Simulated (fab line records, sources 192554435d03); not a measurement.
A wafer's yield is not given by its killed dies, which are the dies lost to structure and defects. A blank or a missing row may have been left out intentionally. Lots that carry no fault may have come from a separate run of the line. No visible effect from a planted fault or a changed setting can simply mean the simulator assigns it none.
Which tool did it?    flow n5-finfet    Sampling: 24 lots, 72 wafers, 5 of 1938 route steps

WHAT THE GAUGES READ, wafer by wafer
N5_BEOL_M7_CD_MEAS_11 targets a cd of 38.5 nm. Usual: cd-nm reads 38.7 nm (standard deviation 0.47).
lot   measured      on         cd-nm (nm)      flag
L075  day 9 18:09   cd-sem-01  38.8 38.7 39.5  
L074  day 9 23:31   cd-sem-03  39.2 38.4 38.6  
L076  day 10 03:48  cd-sem-02  38.7 39.5 39.4  
L077  day 10 07:26  cd-sem-01  38.1 39.2 38.8  
L079  day 10 16:43  cd-sem-01  38.3 39.1 38.0  
L078  day 10 16:53  cd-sem-02  38.7 38.7 39.0  
L080  day 10 16:56  cd-sem-02  38.3 38.5 38.7  
L082  day 10 20:53  cd-sem-01  39.0 38.3 39.0  
L081  day 11 01:19  cd-sem-03  38.5 38.9 38.3  
L083  day 11 15:17  cd-sem-01  38.6 39.6 39.4  
L085  day 12 09:47  cd-sem-02  38.1 38.5 39.0  
L086  day 12 13:47  cd-sem-02  39.3 38.4 38.7  
L084  day 12 15:42  cd-sem-03  38.9 39.3 38.7  
L087  day 13 01:23  cd-sem-02  38.5 38.2 38.4  
L089  day 13 01:33  cd-sem-01  38.1 37.3 38.2  
L088  day 13 01:43  cd-sem-02  38.2 38.5 37.9  
L091  day 13 06:59  cd-sem-01  38.2 38.2 38.7  
L092  day 13 14:16  cd-sem-01  38.7 38.9 38.8  
L090  day 13 14:19  cd-sem-03  38.5 38.6 39.0  
L093  day 13 21:48  cd-sem-01  38.5 39.5 39.1  
L094  day 14 20:05  cd-sem-02  39.4 38.4 38.7  
L095  day 15 01:01  cd-sem-01  38.6 39.0 39.2  
L097  day 15 05:45  cd-sem-02  38.3 38.8 38.1  
L096  day 15 07:02  cd-sem-01  39.4 39.7 39.3  

N5_BEOL_M7_CD_MEAS_18: pitch 80 nm, target cd 40 nm. Usual: cd-nm reads 40.3 nm (standard deviation 0.62).
lot   measured      on         cd-nm (nm)      flag
L075  day 9 18:42   cd-sem-03  40.3 40.5 41.1  
L074  day 10 00:04  cd-sem-02  40.7 40.1 39.4  
L076  day 10 04:21  cd-sem-02  40.1 41.6 40.4  
L077  day 10 08:06  cd-sem-01  40.0 40.4 40.2  
L079  day 10 17:37  cd-sem-01  40.2 40.5 39.9  
L078  day 10 17:39  cd-sem-01  40.0 40.0 40.5  
L080  day 10 17:45  cd-sem-01  39.8 40.5 39.7  
L082  day 10 21:26  cd-sem-02  39.9 40.5 41.2  
L081  day 11 01:52  cd-sem-02  40.4 40.6 39.7  
L083  day 11 15:55  cd-sem-03  40.5 40.4 41.1  
L085  day 12 10:44  cd-sem-02  39.7 39.6 40.6  
L086  day 12 14:20  cd-sem-03  41.1 39.9 40.2  
L084  day 12 16:15  cd-sem-02  40.9 40.9 39.5  
L087  day 13 01:58  cd-sem-03  39.5 39.7 39.2  
L089  day 13 02:08  cd-sem-01  40.0 38.2 39.9  
L088  day 13 02:16  cd-sem-02  39.8 39.8 39.1  
L091  day 13 07:32  cd-sem-02  38.9 39.7 40.4  
L092  day 13 14:49  cd-sem-03  40.5 40.6 40.8  
L090  day 13 15:04  cd-sem-02  40.0 40.7 40.7  
L093  day 13 22:40  cd-sem-03  40.0 40.9 40.5  
L094  day 14 20:38  cd-sem-03  41.0 39.7 40.3  
L095  day 15 01:44  cd-sem-02  40.7 40.2 40.7  
L097  day 15 06:33  cd-sem-03  40.0 40.0 38.9  
L096  day 15 07:40  cd-sem-01  41.0 41.0 41.4  

N5_BEOL_M7_OVL_MEAS_29. Usual: V6_OVL gives 0.3 nm (standard deviation 0.68).
lot   measured      on          V6_OVL (nm)     flag
L075  day 9 20:08   overlay-02  -0.9 -0.3 -0.3  
L074  day 10 02:57  overlay-01  0.9 0.7 0.5     
L076  day 10 06:05  overlay-01  -0.7 -0.3 0.3   
L077  day 10 09:24  overlay-01  0.3 1.6 1.1     
L079  day 10 19:32  overlay-02  0.8 0.2 0.6     
L078  day 10 19:35  overlay-01  -0.3 0.9 0.3    
L080  day 10 19:38  overlay-02  -0.6 0.4 0.2    
L082  day 10 21:47  overlay-01  -0.3 1.2 0.1    
L081  day 11 03:45  overlay-01  1.3 0.6 0.4     
L083  day 11 16:17  overlay-01  1.2 1.2 1.3     
L085  day 12 20:15  overlay-01  0.1 0.4 -0.1    
L086  day 12 18:11  overlay-02  0.3 0.6 -0.3    
L084  day 12 20:26  overlay-02  0.1 0.3 -0.7    
L087  day 13 04:08  overlay-01  0.3 0.0 0.3     
L089  day 13 03:47  overlay-02  0.7 0.1 0.4     
L088  day 13 03:56  overlay-01  -0.1 0.8 -0.7   
L091  day 13 08:59  overlay-01  0.5 -0.6 -0.5   
L092  day 13 17:01  overlay-02  0.7 0.8 1.0     
L090  day 13 16:58  overlay-02  0.5 0.0 0.1     
L093  day 13 23:34  overlay-02  -0.9 0.1 0.8    
L094  day 14 21:12  overlay-02  -0.1 -0.9 -1.6  
L095  day 15 02:04  overlay-02  1.4 1.2 1.3     
L097  day 15 08:10  overlay-02  0.3 1.0 0.7     
L096  day 15 08:20  overlay-01  0.3 1.1 1.9     

WHAT TOOL EACH LOT RAN ON (gives the tool, then ch and the chambers of the sampled wafers, and finally the start)
lot   N5_BEOL_M7_HM_DEP_02          N5_BEOL_M7_HM_OPEN_17
L075  pvd-sputter-02, day 9 17:39   rie-metal-02 ch 1, day 9 18:31
L074  pvd-sputter-02, day 9 23:01   rie-metal-02 ch 0,1, day 9 23:55
L076  pvd-sputter-03, day 10 03:26  rie-metal-01 ch 0,1, day 10 04:10
L077  pvd-sputter-03, day 10 07:04  rie-metal-02 ch 0,1, day 10 07:50
L079  pvd-sputter-02, day 10 16:13  rie-metal-03 ch 0,1, day 10 17:14
L078  pvd-sputter-01, day 10 16:18  rie-metal-01 ch 0,1, day 10 17:16
L080  pvd-sputter-01, day 10 16:24  rie-metal-03 ch 1, day 10 17:34
L082  pvd-sputter-02, day 10 20:30  rie-metal-03 ch 0,1, day 10 21:16
L081  pvd-sputter-02, day 11 00:49  rie-metal-02 ch 0,1, day 11 01:41
L083  pvd-sputter-03, day 11 14:54  rie-metal-03 ch 0,1, day 11 15:40
L085  pvd-sputter-03, day 12 09:17  rie-metal-03 ch 0,1, day 12 10:28
L086  pvd-sputter-02, day 12 13:25  rie-metal-03 ch 0,1, day 12 14:10
L084  pvd-sputter-01, day 12 15:12  rie-metal-03 ch 0,1, day 12 16:04
L087  pvd-sputter-02, day 13 00:53  rie-metal-03 ch 0,1, day 13 01:45
L089  pvd-sputter-02, day 13 00:59  rie-metal-01 ch 0,1, day 13 01:57
L088  pvd-sputter-03, day 13 01:05  rie-metal-02 ch 0,1, day 13 02:05
L091  pvd-sputter-01, day 13 06:29  rie-metal-02 ch 0,1, day 13 07:22
L092  pvd-sputter-01, day 13 13:46  rie-metal-01 ch 0,1, day 13 14:38
L090  pvd-sputter-03, day 13 13:55  rie-metal-02 ch 0,1, day 13 14:53
L093  pvd-sputter-03, day 13 21:18  rie-metal-01 ch 0, day 13 22:29
L094  pvd-sputter-01, day 14 19:43  rie-metal-01 ch 1, day 14 20:27
L095  pvd-sputter-01, day 15 00:31  rie-metal-02 ch 0,1, day 15 01:30
L097  pvd-sputter-02, day 15 05:16  rie-metal-01 ch 0,1, day 15 06:22
L096  pvd-sputter-02, day 15 06:32  rie-metal-01 ch 0,1, day 15 07:26
- N5_BEOL_M7_HM_DEP_02: deposits TiN, target thk 20 nm.
- N5_BEOL_M7_HM_OPEN_17: chemistry Cl2/BCl3, target TiN, target depth 20 nm, overetch 6 nm.

WHAT THE TOOLS THEMSELVES READ (means of the sampled wafers that have a number; where no wafer has one, the mark that the record gives instead)
N5_BEOL_M7_HM_DEP_02. Usual: throttle-valve-pct reads 30.8 % (standard deviation 0.93).
lot   tool            throttle-valve-pct (%)  flag
L075  pvd-sputter-02  32.2                    
L074  pvd-sputter-02  31.4                    
L076  pvd-sputter-03  31.4                    
L077  pvd-sputter-03  30.9                    
L079  pvd-sputter-02  31.5                    
L078  pvd-sputter-01  30.3                    
L080  pvd-sputter-01  29.7                    
L082  pvd-sputter-02  31.0                    
L081  pvd-sputter-02  31.6                    
L083  pvd-sputter-03  31.0                    
L085  pvd-sputter-03  31.2                    
L086  pvd-sputter-02  30.9                    
L084  pvd-sputter-01  30.2                    
L087  pvd-sputter-02  31.0                    
L089  pvd-sputter-02  30.8                    
L088  pvd-sputter-03  30.9                    
L091  pvd-sputter-01  30.0                    
L092  pvd-sputter-01  30.1                    
L090  pvd-sputter-03  31.4                    
L093  pvd-sputter-03  30.9                    
L094  pvd-sputter-01  30.2                    
L095  pvd-sputter-01  29.7                    
L097  pvd-sputter-02  31.2                    
L096  pvd-sputter-02  30.9                    

N5_BEOL_M7_HM_OPEN_17. Usual: chamber-pressure-mTorr 10.001 mTorr, standard deviation 0.0093; drypump-motor-current-A 5.9 A, standard deviation 0.59; oes_ar_750_au 0.83 a.u., standard deviation 0.078; oes-product-au 0.70 a.u., standard deviation 0.064; throttle-valve-pct 22.0 %, standard deviation 0.34.
lot   tool          chamber-pressure-mTorr (mTorr)  drypump-motor-current-A (A)  oes_ar_750_au (a.u.)  oes-product-au (a.u.)  throttle-valve-pct (%)  flag
L075  rie-metal-02  10.000                          6.0                          0.79                  0.67                   22.5                    
L074  rie-metal-02  9.997                           5.7                          0.75                  0.62                   22.2                    
L076  rie-metal-01  9.995                           5.8                          0.97                  0.81                   21.6                    
L077  rie-metal-02  9.996                           5.8                          0.75                  0.62                   22.2                    
L079  rie-metal-03  10.009                          6.4                          0.83                  0.72                   22.1                    
L078  rie-metal-01  9.998                           5.8                          0.96                  0.80                   21.6                    
L080  rie-metal-03  10.002                          6.4                          0.82                  0.71                   22.1                    
L082  rie-metal-03  10.003                          6.4                          0.83                  0.71                   22.1                    
L081  rie-metal-02  9.997                           5.7                          0.75                  0.62                   22.2                    
L083  rie-metal-03  10.000                          6.3                          0.82                  0.71                   22.1                    
L085  rie-metal-03  9.996                           6.3                          0.83                  0.73                   22.0                    
L086  rie-metal-03  10.000                          6.3                          0.83                  0.71                   22.1                    
L084  rie-metal-03  10.000                          6.3                          0.82                  0.71                   22.0                    
L087  rie-metal-03  9.996                           6.4                          0.81                  0.70                   22.1                    
L089  rie-metal-01  10.002                          5.8                          0.93                  0.76                   21.7                    
L088  rie-metal-02  10.000                          5.9                          0.76                  0.63                   22.4                    
L091  rie-metal-02  10.004                          5.7                          0.74                  0.61                   22.2                    
L092  rie-metal-01  9.997                           5.2                          0.88                  0.75                   21.9                    
L090  rie-metal-02  10.004                          5.7                          0.73                  0.61                   22.2                    
L093  rie-metal-01  10.001                          4.7                          0.84                  0.74                   22.2                    
L094  rie-metal-01  10.006                          6.2                          0.95                  0.78                   21.4                    
L095  rie-metal-02  9.999                           5.9                          0.74                  0.63                   22.4                    
L097  rie-metal-01  10.003                          5.2                          0.87                  0.74                   21.9                    
L096  rie-metal-01  9.994                           5.2                          0.87                  0.75                   21.9                    

THE ANSWER, worked out from the rows above alone
Rule: lot off if the mean of its wafers having a number is beyond 3 standard deviations from the usual mean. Also off: a lot with no number at a reading for which 4 or more lots have one. All remaining lots with rows at the step are treated as sound. First the gauges in route order, then the tools' own readings, where a lot's mean is used as printed above. The first step at which some lot is off is used, and at that step the reading that is off furthest; a lot without a number counts as furthest.
Nothing can be told from this: no lot is off at any reading shown.

WHAT THE SIMULATOR PUT IN
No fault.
